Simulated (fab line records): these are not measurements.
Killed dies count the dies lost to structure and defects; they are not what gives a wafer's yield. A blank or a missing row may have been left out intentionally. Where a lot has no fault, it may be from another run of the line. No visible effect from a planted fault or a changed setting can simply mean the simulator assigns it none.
A struck lot beside a sound one    flow n5-finfet    35 out of 1938 route steps
Sound: wafers L698.1, L698.2, L698.4. Struck: wafer L709.3 (left out: L709.4, a lot-mate that was not struck); the cause follows at the end.
Order at every step that has rows: each side's tool, ch and its chambers, its first start. Under that, the readings that differ: sound wafers    struck wafers    difference of the means    sigmas: that difference in standard deviations of wafers without a fault.
alike: same words and numbers on both sides, and readings whose means sit less than 2 such deviations apart. not compared: any withheld reading, any reading some wafer has no value for, any bound like >300 that may hide the same value, and any number with overlapping values for which the record gives no deviation.
A row with sigmas, a row that says differs or no value, or rows on one side alone: a step with any of these is where the two part. Numbers that don't overlap but have no deviation are shown without sigmas and don't part them. Lack of a reading on every wafer of one side parts them only where that side has two or more wafers.

first, 8 steps without rows for these wafers: N5_ILD0_LINER_00 (material SiNx, target thk 4 nm, pulse time 1 s, purge time 2 s); N5_ILD0_FCVD_FILL_01 (material SiO2 flowable, target thk 200 nm, time 328.3 s); N5_ILD0_CURE_02 (time 1800 s); N5_ILD0_CMP_03 (polishes, stops on SiNx, t overpolish 1.9 s, target thk 197.38 nm); N5_ILD0_CMP_07 (polishes SiO2 flowable, stops on poly-Si, t overpolish 1.18 s, target thk 138.88 nm); N5_ILD0_PRECLEAN_10 (cleans in NF3:NH3, afs cycles 5, time 20 s, sublimation time 60 s); N5_ILD0_ALD_15 (deposits SiNx, target thk 24 nm, pulse time 1 s, ald cycles 480); N5_ILD0_CMP_12 (polishes SiNx, stops on poly-Si, t overpolish 6 s, target thk 17.67 nm).
N5_SDB_HM_DEP_00: deposits SiNx from SiH4/NH3/N2, target thk 40 nm, time 35.3 s.
  sound on pecvd-01 ch 0,2, day 5 09:43; struck on pecvd-01 ch 1, day 7 22:36
reading                                  sound       struck  difference  sigmas
model.SiNx_of_SDB_HM_DEP_00.thk-nm (nm)  40 40 40.6  67      +27         
  alike: chamber-pressure-Torr, heater-power-w, showerhead-plenum-p-Torr, throttle-valve-pct
then, 13 steps without rows for these wafers: N5_SDB_COAT_03 (time 60 s, resist thk 100 nm); N5_SDB_COAT_04 (time 60 s, resist thk 18 nm); N5_SDB_COAT_05 (resist thk 90 nm); N5_SDB_EBR_07; N5_SDB_SOFTBAKE_06 (time 60 s); N5_SDB_EXPOSE_08 (exposes mask SDB); N5_SDB_PEB_09 (peb time 60 s); N5_SDB_DEVELOP_10 (develop time 30 s); N5_SDB_DESCUM_16 (chemistry O2, time 7.9 s); N5_SDB_ETCH_17 (etches SiARC in CF4, target depth 23.4 nm, time 39 s); N5_SDB_ETCH_18 (etches SOC in N2/H2, target depth 100 nm, overetch 20 nm, time 150 s); N5_SDB_STRIP_19 (strips in N2/H2); N5_SDB_STRIP_21 (strips in CF4).
N5_SDB_HM_OPEN_20: chemistry CH3F/O2, target SiNx, stops on poly-Si, target depth 24 nm.
  sound on rie-diel-06 ch 1,3, day 5 10:29; struck on rie-diel-05 ch 3, day 7 23:34
reading                   sound              struck  difference  sigmas
CH3F_flow_sccm (sccm)     30.01 29.79 30.03  30.12   +0.18       +2
rf-vpp-V (V)              298.7 300.4 299.6  293.9   -5.7        -2
model.etch.depth-nm (nm)  23.96 24.07 24.56  33.67   +9.47       
  alike: drypump-motor-current-A, oes-product-au, showerhead-plenum-p-Torr, throttle-valve-pct
  not compared: rf-hours-counter-h
then, 5 steps without rows for these wafers: N5_SDB_STRIP_22 (strips in N2/H2); N5_SDB_PRECLEAN_23 (cleans in dHF, time 30 s); N5_SDB_DUMMY_REMOVE_24 (chemistry TMAH, target poly-Si, stops on SiO2, target depth 142 nm, time 57 s, rinse time 30 s); N5_SDB_ETCH_25 (etches SiO2 in C4F6/O2, target depth 10 nm, time 3.3 s); N5_SDB_CUT_ETCH_26 (etches Si in HBr/Cl2/O2, target depth 129.6 nm, bt time 20 s, time 51.8 s).
N5_SDB_PRECLEAN_38: cleans in dHF, time 10 s.
  sound on wet-bench-05 ch 2,6,7, day 5 10:59; struck on wet-bench-01 ch 5, day 8 00:04
reading                                  sound         struck  difference  sigmas
model.SiNx_of_SDB_HM_DEP_00.thk-nm (nm)  22.2 22 22.6  48.8    +26.5       
then, 3 steps without rows for these wafers: N5_SDB_PRECLEAN_39 (cleans in O3/DIW, time 45 s); N5_SDB_SRD_28 (time 30 s); N5_SDB_ALD_29 (deposits SiNx, target thk 30 nm, pulse time 1 s, ald cycles 600).
N5_SDB_CMP_30: polishes, stops on poly-Si, t overpolish 1.54 s, target thk 30 nm.
  sound on cmp-03 ch 0,2,3, day 5 13:59; struck on cmp-03 ch 1, day 8 02:56
reading                 sound           struck  difference  sigmas
motor-current-A (A)     13.9 12.6 12.8  11.1    -2.0        -2
time-to-endpoint-s (s)  19.8 15.9 15.2  26.4    +9.4        +6
  alike: pad-life-wafers
N5_BEOL_M4_RC_MEAS_101:
  the record has rows for the sound wafers here (prober-02 ch 0, day 9 12:49) and none for the struck ones
-- a jump in the record: the struck wafers' starts before and after are 9 days apart (it breaks off in module BEOL_M4 and resumes in module PASSIVATION, where the first step shown is number 1936 of the route) --
N5_PASSIVATION_PROBE_49:
  rows exist in the record for the struck wafers here (prober-01, day 16 22:45), but not for the sound ones

## WHERE THEY PART
Earliest at N5_SDB_HM_OPEN_20; latest, in this record, at N5_PASSIVATION_PROBE_49.

WHY: the cause the simulator had injected
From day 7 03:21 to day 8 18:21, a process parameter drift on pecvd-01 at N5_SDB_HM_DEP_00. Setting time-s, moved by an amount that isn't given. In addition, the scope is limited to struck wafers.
